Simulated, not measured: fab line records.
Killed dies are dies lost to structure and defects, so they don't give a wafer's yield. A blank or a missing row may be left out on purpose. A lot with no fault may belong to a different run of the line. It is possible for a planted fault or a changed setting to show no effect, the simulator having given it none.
What tool caused it? / flow nand_harc / Sampling: 12 lots, 35 wafers, 5 of 1159 route steps

## WHAT THE GAUGES READ, wafer by wafer
NHARC_THIN_TSV_CD_MEAS_12 targets a cd of 1000 nm. Usual: cd_nm reads 1000.6 nm (standard deviation 2).
lot=L589; measured=day 18 23:11; on=cd_sem-03; cd_nm (nm)=998.2 998.1 998.2; flag=
lot=L592; measured=day 19 10:55; on=cd_sem-02; cd_nm (nm)=999.7 1000.5 1003.5; flag=
lot=L590; measured=day 19 12:26; on=cd_sem-02; cd_nm (nm)=1002.5 998.4 1001.8; flag=
lot=L591; measured=day 19 16:31; on=cd_sem-01; cd_nm (nm)=997.5 1003.3 998.0; flag=
lot=L598; measured=day 20 19:08; on=cd_sem-03; cd_nm (nm)=1001.2 1000.7; flag=
lot=L601; measured=day 21 12:38; on=cd_sem-03; cd_nm (nm)=1000.7 999.3 1001.0; flag=
lot=L605; measured=day 22 13:23; on=cd_sem-03; cd_nm (nm)=999.7 1002.4 1000.1; flag=
lot=L603; measured=day 22 14:44; on=cd_sem-01; cd_nm (nm)=1000.0 1002.4 1001.3; flag=
lot=L607; measured=day 23 06:43; on=cd_sem-02; cd_nm (nm)=999.9 999.5 1003.9; flag=
lot=L611; measured=day 23 15:44; on=cd_sem-03; cd_nm (nm)=999.7 1005.3 1001.7; flag=
lot=L612; measured=day 23 16:55; on=cd_sem-02; cd_nm (nm)=1000.5 1000.5 1002.9; flag=
lot=L610; measured=day 24 06:16; on=cd_sem-03; cd_nm (nm)=1001.7 1000.3 1000.0; flag=

NHARC_END_SORT_01. Usual: defect_limited_yield 95.7 %, standard deviation 1.5; killed_at_array 25, standard deviation 10; killed_at_other 0.6, standard deviation 0.91; killed_at_periphery 3.6, standard deviation 2.9; killed_dies 29, standard deviation 10; killed_open 3.3, standard deviation 2; killed_short 1.9, standard deviation 1.5; sort_bin_2_pct 1.3 %, standard deviation 0.61; sort_bin_3_pct 0.26 %, standard deviation 0.19; sort_bin_4_pct 2.7 %, standard deviation 1; sort_n_pass 648, standard deviation 10; sort_rim_yield_pct 94 %, standard deviation 3.2; sort_yield_pct 95.7 %, standard deviation 1.5.
lot=L589; measured=day 19 12:34; on=prober-02; defect_limited_yield (%)=97.3 97.8 96.3; killed_at_array=14 13 23; killed_at_other=0 0 0; killed_at_periphery=4 2 2; killed_dies=18 15 25; killed_open=5 1 4; killed_short=2 2 0; sort_bin_2_pct (%)=1.3 1.3 1.2; sort_bin_3_pct (%)=0.44 0 0; sort_bin_4_pct (%)=0.9 0.9 2.5; sort_n_pass=659 662 652; sort_rim_yield_pct (%)=95 98 92; sort_yield_pct (%)=97.3 97.8 96.3; flag=
lot=L592; measured=day 20 05:18; on=prober-01; defect_limited_yield (%)=98.4 97.8 98.2; killed_at_array=8 10 11; killed_at_other=1 2 0; killed_at_periphery=2 3 1; killed_dies=11 15 12; killed_open=2 3 4; killed_short=2 3 1; sort_bin_2_pct (%)=0.1 0.3 0.3; sort_bin_3_pct (%)=0.30 0.30 0.15; sort_bin_4_pct (%)=1.2 1.6 1.3; sort_n_pass=666 662 665; sort_rim_yield_pct (%)=97 97 98; sort_yield_pct (%)=98.4 97.8 98.2; flag=
lot=L590; measured=day 20 12:20; on=prober-01; defect_limited_yield (%)=96.0 94.5 95.3; killed_at_array=20 34 29; killed_at_other=1 0 1; killed_at_periphery=6 3 2; killed_dies=27 37 32; killed_open=4 5 6; killed_short=2 4 2; sort_bin_2_pct (%)=1.0 1.9 1.5; sort_bin_3_pct (%)=0.30 0.15 0.59; sort_bin_4_pct (%)=2.7 3.4 2.7; sort_n_pass=650 640 645; sort_rim_yield_pct (%)=92 88 92; sort_yield_pct (%)=96.0 94.5 95.3; flag=
lot=L591; measured=day 20 12:48; on=prober-02; defect_limited_yield (%)=96.5 96.5 97.5; killed_at_array=20 20 12; killed_at_other=0 0 0; killed_at_periphery=4 4 5; killed_dies=24 24 17; killed_open=1 3 2; killed_short=1 2 0; sort_bin_2_pct (%)=0.7 1.0 1.2; sort_bin_3_pct (%)=0.30 0.15 0.15; sort_bin_4_pct (%)=2.5 2.4 1.2; sort_n_pass=653 653 660; sort_rim_yield_pct (%)=93 94 95; sort_yield_pct (%)=96.5 96.5 97.5; flag=
lot=L598; measured=day 21 21:02; on=prober-02; defect_limited_yield (%)=96.8 93.8; killed_at_array=17 32; killed_at_other=0 0; killed_at_periphery=5 10; killed_dies=22 42; killed_open=2 1; killed_short=1 4; sort_bin_2_pct (%)=1.0 1.6; sort_bin_3_pct (%)=0.30 0.74; sort_bin_4_pct (%)=1.9 3.8; sort_n_pass=655 635; sort_rim_yield_pct (%)=92 94; sort_yield_pct (%)=96.8 93.8; flag=
lot=L601; measured=day 22 03:14; on=prober-02; defect_limited_yield (%)=95.0 95.4 95.6; killed_at_array=30 28 27; killed_at_other=1 1 1; killed_at_periphery=3 2 2; killed_dies=34 31 30; killed_open=2 4 6; killed_short=3 3 2; sort_bin_2_pct (%)=1.5 1.6 1.5; sort_bin_3_pct (%)=0.15 0 0.30; sort_bin_4_pct (%)=3.4 3.0 2.7; sort_n_pass=643 646 647; sort_rim_yield_pct (%)=92 93 92; sort_yield_pct (%)=95.0 95.4 95.6; flag=
lot=L605; measured=day 23 04:22; on=prober-01; defect_limited_yield (%)=96.6 96.6 96.2; killed_at_array=13 13 15; killed_at_other=0 0 0; killed_at_periphery=10 10 11; killed_dies=23 23 26; killed_open=1 1 2; killed_short=0 2 3; sort_bin_2_pct (%)=1.5 0.6 0.6; sort_bin_3_pct (%)=0 0.44 0.15; sort_bin_4_pct (%)=1.9 2.4 3.1; sort_n_pass=654 654 651; sort_rim_yield_pct (%)=96 97 97; sort_yield_pct (%)=96.6 96.6 96.2; flag=
lot=L603; measured=day 23 05:12; on=prober-02; defect_limited_yield (%)=91.4 92.8 92.6; killed_at_array=55 49 50; killed_at_other=0 0 0; killed_at_periphery=3 0 0; killed_dies=58 49 50; killed_open=7 2 2; killed_short=0 1 1; sort_bin_2_pct (%)=3.7 1.6 2.7; sort_bin_3_pct (%)=0.44 0.44 0.15; sort_bin_4_pct (%)=4.4 5.2 4.6; sort_n_pass=619 628 627; sort_rim_yield_pct (%)=92 92 95; sort_yield_pct (%)=91.4 92.8 92.6; flag=
lot=L607; measured=day 23 20:23; on=prober-02; defect_limited_yield (%)=90.8 93.9 95.1; killed_at_array=60 41 32; killed_at_other=1 0 1; killed_at_periphery=1 0 0; killed_dies=62 41 33; killed_open=5 5 2; killed_short=1 1 2; sort_bin_2_pct (%)=3.1 2.5 1.9; sort_bin_3_pct (%)=0.15 0.30 0.44; sort_bin_4_pct (%)=5.9 3.2 2.5; sort_n_pass=615 636 644; sort_rim_yield_pct (%)=92 82 95; sort_yield_pct (%)=90.8 93.9 95.1; flag=
lot=L611; measured=day 24 08:04; on=prober-02; defect_limited_yield (%)=95.4 92.3 94.5; killed_at_array=30 46 36; killed_at_other=1 2 0; killed_at_periphery=0 4 1; killed_dies=31 52 37; killed_open=4 4 0; killed_short=0 4 0; sort_bin_2_pct (%)=1.3 2.5 1.8; sort_bin_3_pct (%)=0.30 0.59 0.30; sort_bin_4_pct (%)=3.0 4.6 3.4; sort_n_pass=646 625 640; sort_rim_yield_pct (%)=98 96 96; sort_yield_pct (%)=95.4 92.3 94.5; flag=
lot=L612; measured=day 24 15:49; on=prober-02; defect_limited_yield (%)=95.1 94.4 94.7; killed_at_array=30 33 34; killed_at_other=3 0 1; killed_at_periphery=0 5 1; killed_dies=33 38 36; killed_open=1 6 4; killed_short=2 2 0; sort_bin_2_pct (%)=2.1 1.6 1.5; sort_bin_3_pct (%)=0.15 0.59 0.15; sort_bin_4_pct (%)=2.7 3.4 3.7; sort_n_pass=644 639 641; sort_rim_yield_pct (%)=93 91 92; sort_yield_pct (%)=95.1 94.4 94.7; flag=
lot=L610; measured=day 24 21:12; on=prober-01; defect_limited_yield (%)=96.8 97.5 96.8; killed_at_array=14 13 14; killed_at_other=0 0 0; killed_at_periphery=8 4 8; killed_dies=22 17 22; killed_open=4 5 4; killed_short=0 2 3; sort_bin_2_pct (%)=0.7 0.9 0.7; sort_bin_3_pct (%)=0.15 0 0.15; sort_bin_4_pct (%)=2.4 1.6 2.4; sort_n_pass=655 660 655; sort_rim_yield_pct (%)=95 97 96; sort_yield_pct (%)=96.8 97.5 96.8; flag=

## WHAT TOOL EACH LOT RAN ON (gives the tool, then ch and the chambers of the sampled wafers, and finally the start)
lot=L589; NHARC_THIN_TSV_DESCUM_14=rie_diel-07 ch 1,2,3, day 18 23:22; NHARC_THIN_TSV_ETCH_15=rie_si-04 ch 0,1, day 18 23:59; NHARC_THIN_TSV_DESCUM_35=rie_diel-07 ch 2,3, day 19 05:28
lot=L592; NHARC_THIN_TSV_DESCUM_14=rie_diel-07 ch 0,2,3, day 19 11:04; NHARC_THIN_TSV_ETCH_15=rie_si-05 ch 0,1, day 19 11:43; NHARC_THIN_TSV_DESCUM_35=rie_diel-06 ch 1,2, day 19 17:04
lot=L590; NHARC_THIN_TSV_DESCUM_14=rie_diel-06 ch 0,1,2, day 19 12:35; NHARC_THIN_TSV_ETCH_15=rie_si-03 ch 0,3, day 19 13:23; NHARC_THIN_TSV_DESCUM_35=rie_diel-06 ch 0,1, day 19 18:40
lot=L591; NHARC_THIN_TSV_DESCUM_14=rie_diel-07 ch 0,2,3, day 19 16:40; NHARC_THIN_TSV_ETCH_15=rie_si-04 ch 0,1,2, day 19 17:19; NHARC_THIN_TSV_DESCUM_35=rie_diel-06 ch 0,1,2, day 19 22:56
lot=L598; NHARC_THIN_TSV_DESCUM_14=rie_diel-08 ch 3, day 20 19:18; NHARC_THIN_TSV_ETCH_15=rie_si-05 ch 0,3, day 20 19:59; NHARC_THIN_TSV_DESCUM_35=rie_diel-06 ch 1,3, day 21 01:20
lot=L601; NHARC_THIN_TSV_DESCUM_14=rie_diel-07 ch 0,2, day 21 12:48; NHARC_THIN_TSV_ETCH_15=rie_si-05 ch 1,3, day 21 13:28; NHARC_THIN_TSV_DESCUM_35=rie_diel-08 ch 0,1, day 21 18:43
lot=L605; NHARC_THIN_TSV_DESCUM_14=rie_diel-07 ch 0,1,2, day 22 13:32; NHARC_THIN_TSV_ETCH_15=rie_si-05 ch 0,1,3, day 22 14:13; NHARC_THIN_TSV_DESCUM_35=rie_diel-08 ch 0,1,3, day 22 19:34
lot=L603; NHARC_THIN_TSV_DESCUM_14=rie_diel-08 ch 0,1, day 22 14:55; NHARC_THIN_TSV_ETCH_15=rie_si-05 ch 0,1,2, day 22 15:34; NHARC_THIN_TSV_DESCUM_35=rie_diel-08 ch 0,3, day 22 21:04
lot=L607; NHARC_THIN_TSV_DESCUM_14=rie_diel-07 ch 0,1,2, day 23 06:54; NHARC_THIN_TSV_ETCH_15=rie_si-05 ch 0,1,2, day 23 07:32; NHARC_THIN_TSV_DESCUM_35=rie_diel-08 ch 0,1,3, day 23 12:48
lot=L611; NHARC_THIN_TSV_DESCUM_14=rie_diel-08 ch 1,2,3, day 23 15:55; NHARC_THIN_TSV_ETCH_15=rie_si-05 ch 2,3, day 23 16:32; NHARC_THIN_TSV_DESCUM_35=rie_diel-07 ch 1,3, day 23 22:50
lot=L612; NHARC_THIN_TSV_DESCUM_14=rie_diel-06 ch 0,3, day 23 17:05; NHARC_THIN_TSV_ETCH_15=rie_si-03 ch 1,2,3, day 23 17:44; NHARC_THIN_TSV_DESCUM_35=rie_diel-07 ch 1,2, day 24 00:13
lot=L610; NHARC_THIN_TSV_DESCUM_14=rie_diel-07 ch 0,1,2, day 24 06:27; NHARC_THIN_TSV_ETCH_15=rie_si-04 ch 2,3, day 24 07:05; NHARC_THIN_TSV_DESCUM_35=rie_diel-08 ch 0,3, day 24 12:41
- NHARC_THIN_TSV_DESCUM_14: chemistry O2, time 3 s.
- NHARC_THIN_TSV_ETCH_15: target depth 3000 nm, bosch target overetch cycles 2, bosch etch step 2.8 s.
- NHARC_THIN_TSV_DESCUM_35: chemistry O2, time 3 s.

## WHAT THE TOOLS THEMSELVES READ (means of the sampled wafers that have a number; where no wafer has one, the mark that the record gives instead)
NHARC_THIN_TSV_DESCUM_14. Usual: drypump_motor_current_A 6.0 A, standard deviation 0.48; oes_product_au 1.003 a.u., standard deviation 0.02; rf_vpp_V 57.8 V, standard deviation 0.89; run_length_s 24.0 s, standard deviation 0.35; showerhead_plenum_p_Torr 1.91 Torr, standard deviation 0.067; throttle_valve_pct 11.311 %, standard deviation 0.0087.
lot=L589; tool=rie_diel-07; drypump_motor_current_A (A)=6.1; oes_product_au (a.u.)=0.988; rf_vpp_V (V)=58.7; run_length_s (s)=23.9; showerhead_plenum_p_Torr (Torr)=1.93; throttle_valve_pct (%)=11.316; flag=
lot=L592; tool=rie_diel-07; drypump_motor_current_A (A)=5.9; oes_product_au (a.u.)=1.003; rf_vpp_V (V)=57.4; run_length_s (s)=24.2; showerhead_plenum_p_Torr (Torr)=1.89; throttle_valve_pct (%)=11.313; flag=
lot=L590; tool=rie_diel-06; drypump_motor_current_A (A)=5.5; oes_product_au (a.u.)=0.993; rf_vpp_V (V)=58.7; run_length_s (s)=23.8; showerhead_plenum_p_Torr (Torr)=1.91; throttle_valve_pct (%)=11.313; flag=
lot=L591; tool=rie_diel-07; drypump_motor_current_A (A)=5.9; oes_product_au (a.u.)=1.010; rf_vpp_V (V)=58.0; run_length_s (s)=24.1; showerhead_plenum_p_Torr (Torr)=1.89; throttle_valve_pct (%)=11.310; flag=
lot=L598; tool=rie_diel-08; drypump_motor_current_A (A)=6.3; oes_product_au (a.u.)=1.024; rf_vpp_V (V)=58.1; run_length_s (s)=24.5; showerhead_plenum_p_Torr (Torr)=2.00; throttle_valve_pct (%)=11.312; flag=
lot=L601; tool=rie_diel-07; drypump_motor_current_A (A)=5.9; oes_product_au (a.u.)=1.022; rf_vpp_V (V)=57.6; run_length_s (s)=24.3; showerhead_plenum_p_Torr (Torr)=1.85; throttle_valve_pct (%)=11.314; flag=
lot=L605; tool=rie_diel-07; drypump_motor_current_A (A)=6.1; oes_product_au (a.u.)=1.005; rf_vpp_V (V)=57.1; run_length_s (s)=24.0; showerhead_plenum_p_Torr (Torr)=1.88; throttle_valve_pct (%)=11.308; flag=
lot=L603; tool=rie_diel-08; drypump_motor_current_A (A)=5.6; oes_product_au (a.u.)=0.990; rf_vpp_V (V)=58.7; run_length_s (s)=23.9; showerhead_plenum_p_Torr (Torr)=1.94; throttle_valve_pct (%)=11.309; flag=
lot=L607; tool=rie_diel-07; drypump_motor_current_A (A)=6.1; oes_product_au (a.u.)=1.013; rf_vpp_V (V)=58.1; run_length_s (s)=24.1; showerhead_plenum_p_Torr (Torr)=1.88; throttle_valve_pct (%)=11.307; flag=
lot=L611; tool=rie_diel-08; drypump_motor_current_A (A)=5.9; oes_product_au (a.u.)=0.988; rf_vpp_V (V)=58.0; run_length_s (s)=24.2; showerhead_plenum_p_Torr (Torr)=1.90; throttle_valve_pct (%)=11.316; flag=
lot=L612; tool=rie_diel-06; drypump_motor_current_A (A)=5.8; oes_product_au (a.u.)=1.011; rf_vpp_V (V)=57.6; run_length_s (s)=23.6; showerhead_plenum_p_Torr (Torr)=1.85; throttle_valve_pct (%)=11.312; flag=
lot=L610; tool=rie_diel-07; drypump_motor_current_A (A)=6.0; oes_product_au (a.u.)=1.020; rf_vpp_V (V)=57.4; run_length_s (s)=24.1; showerhead_plenum_p_Torr (Torr)=1.88; throttle_valve_pct (%)=11.317; flag=

NHARC_THIN_TSV_ETCH_15. Usual: drypump_motor_current_A reads 5.6 A (standard deviation 0.35).
lot=L589; tool=rie_si-04; drypump_motor_current_A (A)=5.6; flag=
lot=L592; tool=rie_si-05; drypump_motor_current_A (A)=5.3; flag=
lot=L590; tool=rie_si-03; drypump_motor_current_A (A)=5.4; flag=
lot=L591; tool=rie_si-04; drypump_motor_current_A (A)=5.7; flag=
lot=L598; tool=rie_si-05; drypump_motor_current_A (A)=5.6; flag=
lot=L601; tool=rie_si-05; drypump_motor_current_A (A)=5.4; flag=
lot=L605; tool=rie_si-05; drypump_motor_current_A (A)=5.4; flag=
lot=L603; tool=rie_si-05; drypump_motor_current_A (A)=5.5; flag=
lot=L607; tool=rie_si-05; drypump_motor_current_A (A)=5.5; flag=
lot=L611; tool=rie_si-05; drypump_motor_current_A (A)=5.7; flag=
lot=L612; tool=rie_si-03; drypump_motor_current_A (A)=5.9; flag=
lot=L610; tool=rie_si-04; drypump_motor_current_A (A)=5.5; flag=

NHARC_THIN_TSV_DESCUM_35. Usual: drypump_motor_current_A 5.8 A, standard deviation 0.48; oes_product_au 1.000 a.u., standard deviation 0.017; rf_vpp_V 57.7 V, standard deviation 0.9; run_length_s 23.9 s, standard deviation 0.38; showerhead_plenum_p_Torr 1.91 Torr, standard deviation 0.065; throttle_valve_pct 11.311 %, standard deviation 0.0095.
lot=L589; tool=rie_diel-07; drypump_motor_current_A (A)=5.6; oes_product_au (a.u.)=1.002; rf_vpp_V (V)=57.9; run_length_s (s)=24.1; showerhead_plenum_p_Torr (Torr)=1.95; throttle_valve_pct (%)=11.308; flag=
lot=L592; tool=rie_diel-06; drypump_motor_current_A (A)=5.3; oes_product_au (a.u.)=0.998; rf_vpp_V (V)=59.0; run_length_s (s)=24.2; showerhead_plenum_p_Torr (Torr)=1.96; throttle_valve_pct (%)=11.317; flag=
lot=L590; tool=rie_diel-06; drypump_motor_current_A (A)=5.6; oes_product_au (a.u.)=0.999; rf_vpp_V (V)=57.8; run_length_s (s)=23.7; showerhead_plenum_p_Torr (Torr)=1.86; throttle_valve_pct (%)=11.311; flag=
lot=L591; tool=rie_diel-06; drypump_motor_current_A (A)=5.5; oes_product_au (a.u.)=1.005; rf_vpp_V (V)=57.2; run_length_s (s)=23.6; showerhead_plenum_p_Torr (Torr)=1.91; throttle_valve_pct (%)=11.317; flag=
lot=L598; tool=rie_diel-06; drypump_motor_current_A (A)=5.5; oes_product_au (a.u.)=0.988; rf_vpp_V (V)=58.0; run_length_s (s)=23.4; showerhead_plenum_p_Torr (Torr)=1.94; throttle_valve_pct (%)=11.318; flag=
lot=L601; tool=rie_diel-08; drypump_motor_current_A (A)=5.6; oes_product_au (a.u.)=0.995; rf_vpp_V (V)=57.4; run_length_s (s)=23.8; showerhead_plenum_p_Torr (Torr)=1.94; throttle_valve_pct (%)=11.311; flag=
lot=L605; tool=rie_diel-08; drypump_motor_current_A (A)=5.8; oes_product_au (a.u.)=1.003; rf_vpp_V (V)=57.3; run_length_s (s)=24.0; showerhead_plenum_p_Torr (Torr)=1.95; throttle_valve_pct (%)=11.303; flag=
lot=L603; tool=rie_diel-08; drypump_motor_current_A (A)=6.1; oes_product_au (a.u.)=0.993; rf_vpp_V (V)=58.7; run_length_s (s)=23.9; showerhead_plenum_p_Torr (Torr)=1.98; throttle_valve_pct (%)=11.313; flag=
lot=L607; tool=rie_diel-08; drypump_motor_current_A (A)=5.8; oes_product_au (a.u.)=1.002; rf_vpp_V (V)=58.3; run_length_s (s)=24.3; showerhead_plenum_p_Torr (Torr)=1.95; throttle_valve_pct (%)=11.307; flag=
lot=L611; tool=rie_diel-07; drypump_motor_current_A (A)=6.4; oes_product_au (a.u.)=0.986; rf_vpp_V (V)=57.8; run_length_s (s)=23.9; showerhead_plenum_p_Torr (Torr)=1.90; throttle_valve_pct (%)=11.308; flag=
lot=L612; tool=rie_diel-07; drypump_motor_current_A (A)=6.2; oes_product_au (a.u.)=1.003; rf_vpp_V (V)=57.5; run_length_s (s)=23.8; showerhead_plenum_p_Torr (Torr)=1.92; throttle_valve_pct (%)=11.310; flag=
lot=L610; tool=rie_diel-08; drypump_motor_current_A (A)=6.1; oes_product_au (a.u.)=1.000; rf_vpp_V (V)=58.6; run_length_s (s)=23.9; showerhead_plenum_p_Torr (Torr)=1.99; throttle_valve_pct (%)=11.305; flag=

## THE ANSWER, worked out from the rows above alone
Rule: a lot counts as off when the mean over its wafers that have a number is more than 3 standard deviations away from the usual mean. Also off: a lot with no number at a reading for which 4 or more lots have one. Where the step has rows for the other lots, those lots are counted as sound. First the gauges in route order, then the tools' own readings, where a lot's mean is used as printed above. The first step at which some lot is off is used, and at that step the reading that is off furthest; a lot without a number counts as furthest.
Across all readings shown, no lot is off: no conclusion can be drawn from this.

## WHAT HAD BEEN PUT IN BY THE SIMULATOR
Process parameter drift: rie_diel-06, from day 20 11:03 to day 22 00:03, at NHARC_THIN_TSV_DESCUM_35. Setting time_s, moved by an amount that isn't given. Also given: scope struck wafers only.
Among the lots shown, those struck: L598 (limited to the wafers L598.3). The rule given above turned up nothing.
